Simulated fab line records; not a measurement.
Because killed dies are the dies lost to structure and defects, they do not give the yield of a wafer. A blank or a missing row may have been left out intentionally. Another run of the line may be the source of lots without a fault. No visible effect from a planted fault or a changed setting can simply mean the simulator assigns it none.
A single fault, viewed from 3 desks    flow nandHarc    each desk holds nothing but its own numbers, with what lay behind them at the end

METROLOGY DESK
Lot by lot, what the gauges showed, no matter which tool ran the lot: averages of those sampled wafers that carry a number. Any lot whose mean is over 4 standard deviations away from the usual mean is out of limits and marked OUT; that distance is given in the brackets.
Columns: A = cdNm at NHARC_P_M0_CD_MEAS_09, usual 89.7 nm
lot   first seen here  A
L203  day 6 00:53      89.3
L202  day 6 01:16      90.4
L204  day 6 13:58      89.7
L205  day 6 14:07      89.4
L207  day 7 00:16      89.5
L209  day 7 13:48      90.2
L211  day 8 00:48      89.3
L212  day 8 01:59      90.2
L215  day 9 00:32      72.4 (-34) OUT
L213  day 9 01:48      75.9 (-27) OUT
L217  day 9 11:08      90.7
L216  day 9 11:46      78.7 (-22) OUT
L220  day 10 08:24     80.4 (-18) OUT
L221  day 10 17:06     89.9
L222  day 10 22:00     89.4
L224  day 11 06:26     90.5
Finding of this desk: L213, L215, L216, L220 out of limits; the first was L215 at day 9 00:32, on cdNm at NHARC_P_M0_CD_MEAS_09. Within limits: L203, L202, L204, L205, L207, L209, L211, L212, L217, L221, L222, L224.

THE DEFECT DESK
Lot by lot, what the route's inspections counted, given as the mean of those sampled wafers with a number. Any lot whose mean is over 4 standard deviations away from the usual mean is out of limits and marked OUT; that distance is given in the brackets.
Columns: A = rawDefectCount at NHARC_P_CONTACT_INSPECT_27, usual 315
lot   first seen here  A
L203  day 5 23:50      292
L202  day 6 00:22      590
L205  day 6 13:01      204
L204  day 6 13:03      407
L207  day 6 23:22      162
L209  day 7 12:48      235
L211  day 7 23:54      453
L212  day 8 01:12      204
L215  day 8 23:46      360
L213  day 9 01:01      325
L217  day 9 10:12      166
L216  day 9 10:44      359
L220  day 10 07:30     225
L221  day 10 16:12     363
L222  day 10 21:05     390
L224  day 11 05:15     166
Finding of this desk: none of the 16 lots has anything out of limits.

AT THE TOOL OWNER'S DESK: arfiScanner-02
The tool's own readings at NHARC_P_M0_EXPOSE_06 (exposes mask P M0, target cd 90 nm): means of the sampled wafers that have a number, for each lot that ran on this tool. Any lot whose mean is over 4 standard deviations away from the usual mean is out of limits and marked OUT; that distance is given in the brackets.
Columns: A = exposureDoseMJCm2 at NHARC_P_M0_EXPOSE_06, usual 81.24
lot   first seen here  A
L203  day 6 00:44      81.23
L205  day 6 13:58      81.24
L211  day 8 00:40      81.31
L212  day 8 01:52      81.35
L215  day 9 00:24      61.20 (-99 or more) OUT
L213  day 9 01:40      65.24 (-99 or more) OUT
L216  day 9 11:38      68.64 (-99 or more) OUT
L220  day 10 08:16     69.50 (-99 or more) OUT
Finding of this desk: L213, L215, L216, L220 out of limits; the first was L215 at day 9 00:24, on exposureDoseMJCm2 at NHARC_P_M0_EXPOSE_06. Within limits: L203, L205, L211, L212.

ALL TOGETHER
The tool owner's desk had the chance to raise an alarm at day 9 00:24 on L213, L215, L216, L220.
L213, L215, L216, L220 would have let the metrology desk raise an alarm at day 9 00:32.
No out-of-limits result turned up at the defect desk.
The defect desk has L213, L215, L216, L220 on record, within its limits.
The lots listed all ran NHARC_P_M0_EXPOSE_06 on arfiScanner-02.

WHAT THE SIMULATOR PUT IN
Process parameter drift: arfiScanner-02, from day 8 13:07 on, at NHARC_P_M0_EXPOSE_06. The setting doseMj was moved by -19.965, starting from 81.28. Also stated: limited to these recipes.
Struck lots among those shown: L213, L215, L216, L220.
Hours from the fault's start to each desk's first reading out of limits: the tool owner's desk, 11; the metrology desk, 11.
